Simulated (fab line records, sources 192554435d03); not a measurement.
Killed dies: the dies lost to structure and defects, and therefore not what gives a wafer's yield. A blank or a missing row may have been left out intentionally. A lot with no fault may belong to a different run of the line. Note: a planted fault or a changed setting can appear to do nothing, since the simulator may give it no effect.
Split-lot trial | flow n5Finfet | 21 wafers read from 7 lots, route of 1938 steps

THE SPLIT ITSELF
At N5_BEOL_M9_COAT_22 (resist thk 30 nm), the setting spinRpm was moved away from the recipe's 1500 rpm on 8 of the 21 wafers read, by -9.5% to +6.2%. The other wafers ran this setting at the recipe's value.

FROM THE SPLIT TO THE READING: what the file shows between them, 2 steps
- N5_BEOL_M9_EBR_24
- N5_BEOL_M9_SOFTBAKE_23: time 60 s

THE READING
CAR-EUV_of_BEOL_M9_COAT_22.thkNm (the simulator's own value, which no gauge read), in nm, at N5_BEOL_M9_DESCUM_33 (chemistry O2, time 7 s). The file gives no usual value for it. Here, 13 wafers ran the recipe; their average is 26.1 nm with a standard deviation of 0.1 nm.

wafer  | tool, chamber at the split | spinRpm as run, rpm | against the recipe | CAR-EUV_of_BEOL_M9_COAT_22.thkNm, nm | against lot-mates on the recipe
L074.1 | lithoTrack-02, 0           | 1500                | recipe             | 26.2                                 | -
L074.2 | lithoTrack-02, 0           | 1416                | -5.6%              | 27                                   | +0.8
L074.4 | lithoTrack-02, 0           | 1416                | -5.6%              | 27                                   | +0.8
L075.2 | lithoTrack-03, 0           | 1500                | recipe             | 26                                   | -
L075.4 | lithoTrack-03, 0           | 1362                | -9.2%              | 27.6                                 | +1.6
L075.6 | lithoTrack-03, 0           | 1362                | -9.2%              | 27.6                                 | +1.6
L082.2 | lithoTrack-04, 0           | 1500                | recipe             | 26.2                                 | -
L082.4 | lithoTrack-04, 0           | 1500                | recipe             | 26.2                                 | -
L082.3 | lithoTrack-04, 0           | 1358                | -9.5%              | 27.6                                 | +1.4
L085.2 | lithoTrack-04, 0           | 1500                | recipe             | 26                                   | -
L085.4 | lithoTrack-04, 0           | 1431                | -4.6%              | 26.8                                 | +0.8
L085.5 | lithoTrack-04, 0           | 1431                | -4.6%              | 26.8                                 | +0.8
L088.2 | lithoTrack-04, 0           | 1500                | recipe             | 26.2                                 | -
L088.4 | lithoTrack-04, 0           | 1500                | recipe             | 26                                   | -
L088.6 | lithoTrack-04, 0           | 1500                | recipe             | 26                                   | -
L091.1 | lithoTrack-02, 0           | 1500                | recipe             | 26                                   | -
L091.6 | lithoTrack-02, 0           | 1500                | recipe             | 26                                   | -
L091.2 | lithoTrack-02, 0           | 1593                | +6.2%              | 25.2                                 | -0.8
L097.2 | lithoTrack-02, 0           | 1500                | recipe             | 26.2                                 | -
L097.4 | lithoTrack-02, 0           | 1500                | recipe             | 26.2                                 | -
L097.5 | lithoTrack-02, 0           | 1500                | recipe             | 26.2                                 | -

FIT RESULTS
A straight line over all 21 wafers: CAR-EUV_of_BEOL_M9_COAT_22.thkNm changes by -0.157 nm for each +1% of spinRpm; r = -0.99; the points scatter about the line by 0.086 nm.
The same after taking each lot's own level away (the mean of its wafers on the recipe; 21 wafers): -0.157 nm for each +1%; r = -0.99; scatter 0.083 nm.
On that fit, the largest move of spinRpm shifts the reading by 1.5 nm.
The lots' own levels span 26.00 to 26.20 nm, that is 2.0 times the standard deviation above.
Hence the lot-to-lot level has little effect on the slope; both slopes agree.
Check: +1.54 nm against its lot-mates is what the line predicts for one of the wafers moved furthest among these (-9.5%) when that wafer is left out of the fit. Against them it came out at +1.4 nm.

THESE WAFERS: OTHER SPLITS
Before the reading, these wafers also passed through other splits. Each is held against what the fit with the lots' levels taken away leaves over:
other split on the same wafers | wafers away from the commonest value | r with CAR-EUV_of_BEOL_M9_COAT_22.thkNm (lot level and that fit taken away)
N5_BEOL_M7_COAT_63 spinRpm     | 10                                   | +0.47
N5_BEOL_M8_DESCUM_16 timeS     | 6                                    | -0.09
N5_BEOL_M8_ETCH_61 biasW       | 8                                    | -0.36
N5_BEOL_M9_ETCH_61 sourceW     | 5                                    | -0.43

THE WHOLE CHAIN: every reading that the file lists as answering this split, in the file's order
step                 | what it does           | reading                                                                           | change (the file's fit)               | r (the file's)
N5_BEOL_M9_COAT_22   | resist thk 30 nm       | CAR-EUV_of_BEOL_M9_COAT_22.thkNm (the simulator's own value, which no gauge read) | -0.159 nm for each +1% of the setting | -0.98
N5_BEOL_M9_DESCUM_33 | chemistry O2, time 7 s | CAR-EUV_of_BEOL_M9_COAT_22.thkNm (the simulator's own value, which no gauge read) | -0.155 nm for each +1% of the setting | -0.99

THE FILE'S OWN FIT
CAR-EUV_of_BEOL_M9_COAT_22.thkNm changes by -0.155 nm for each +1% of spinRpm, r = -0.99.
